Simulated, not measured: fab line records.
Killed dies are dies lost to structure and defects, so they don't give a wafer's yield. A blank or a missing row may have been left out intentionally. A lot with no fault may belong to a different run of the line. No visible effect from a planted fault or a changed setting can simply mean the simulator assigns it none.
Split-lot trial | flow n5_finfet | 7 lots, 21 wafers read, on a route of 1938 steps

## THE SPLIT
At N5_BEOL_M0_SAQP_EXPOSE_11 (exposes mask M0 CORE, target cd 42 nm), the setting dose_mj was moved away from the recipe's 55 on 8 of the 21 wafers read, by -7.5% to +5.7%. For the rest of the wafers, this setting stayed at what the recipe calls for.

## FROM THE SPLIT TO THE READING: what the file shows between them, 2 steps
- N5_BEOL_M0_SAQP_PEB_12: peb time 60 s
- N5_BEOL_M0_SAQP_DEVELOP_13: develop time 30 s

## THE READING
cd_nm, in nm, at N5_BEOL_M0_SAQP_CD_MEAS_14 (target cd 42.5 nm). On this fab line, fault-free wafers typically give 42.5 nm with a standard deviation of 0.31 nm.

wafer  | tool, chamber at the split | dose_mj as run | against the recipe | cd_nm, nm | against lot-mates on the recipe
L076.1 | arfi_scanner-02, 0         | 55             | recipe             | 42.0      | -
L076.2 | arfi_scanner-02, 0         | 57.26          | +4.1%              | 40.9      | -1.1
L076.4 | arfi_scanner-02, 0         | 57.26          | +4.1%              | 40.7      | -1.3
L083.1 | arfi_scanner-02, 0         | 50.9           | -7.5%              | 44.9      | +2.4
L083.3 | arfi_scanner-02, 0         | 50.9           | -7.5%              | 44.7      | +2.2
L083.4 | arfi_scanner-02, 0         | 55             | recipe             | 42.5      | -
L088.3 | arfi_scanner-01, 0         | 52.02          | -5.4%              | 43.9      | +2.0
L088.5 | arfi_scanner-01, 0         | 55             | recipe             | 41.9      | -
L088.6 | arfi_scanner-01, 0         | 52.02          | -5.4%              | 44.0      | +2.1
L089.1 | arfi_scanner-02, 0         | 55             | recipe             | 42.6      | -
L089.2 | arfi_scanner-02, 0         | 55             | recipe             | 42.2      | -
L089.5 | arfi_scanner-02, 0         | 55             | recipe             | 42.5      | -
L090.1 | arfi_scanner-01, 0         | 55             | recipe             | 42.8      | -
L090.3 | arfi_scanner-01, 0         | 55             | recipe             | 42.8      | -
L090.4 | arfi_scanner-01, 0         | 55             | recipe             | 42.4      | -
L093.1 | arfi_scanner-03, 0         | 58.12          | +5.7%              | 40.7      | -1.9
L093.3 | arfi_scanner-03, 0         | 58.12          | +5.7%              | 40.7      | -1.9
L093.5 | arfi_scanner-03, 0         | 55             | recipe             | 42.6      | -
L096.1 | arfi_scanner-01, 0         | 55             | recipe             | 42.7      | -
L096.2 | arfi_scanner-01, 0         | 55             | recipe             | 42.0      | -
L096.3 | arfi_scanner-01, 0         | 55             | recipe             | 42.7      | -

FIT RESULTS
A straight line over all 21 wafers: cd_nm changes by -0.317 nm for each +1% of dose_mj; r = -0.97; the points scatter about the line by 0.28 nm.
The same after taking each lot's own level away (the mean of its wafers on the recipe; 21 wafers): -0.328 nm for each +1%; r = -0.99; scatter 0.2 nm.
On that fit, the largest move of dose_mj shifts the reading by 2.4 nm.
Measured against the standard deviation above, the lots' own levels, which go from 41.90 to 42.67 nm, span 2.5 times it.
So the lot-to-lot level changes the slope little: the two slopes agree.
Check: for one of the wafers moved furthest among these (-7.5%), held out of the fit, the line's prediction against its lot-mates is +2.48 nm. It came out at +2.4 nm against them.

## THE OTHER SPLITS THESE WAFERS WENT THROUGH
Other splits were also applied to these wafers ahead of the reading. Each is held against what the fit with the lots' levels taken away leaves over:
other split on the same wafers        | wafers away from the commonest value | r with cd_nm (lot level and that fit taken away)
N5_HKMG_FIN_COAT_43 spin_rpm          | 5                                    | +0.26
N5_HKMG_FIN_ETCH_54 source_w          | 6                                    | -0.27
N5_GATE_CUT_CUT_ETCH_54 bias_w        | 8                                    | +0.18
N5_MOL_CONTACT_COAG_ALD_27 ald_cycles | 8                                    | +0.39
N5_MOL_CONTACT_COAG_COAT_76 spin_rpm  | 5                                    | -0.38
N5_MOL_CONTACT_COAG_EXPOSE_81 dose_mj | 8                                    | -0.29
N5_MOL_CONTACT_COAG_ETCH_91 time_s    | 7                                    | -0.25
N5_BEOL_M0_SAQP_PECVD_96 time_s       | 5                                    | -0.09

## THE FILE'S OWN FIT
cd_nm changes by -0.328 nm for each +1% of dose_mj, r = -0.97.
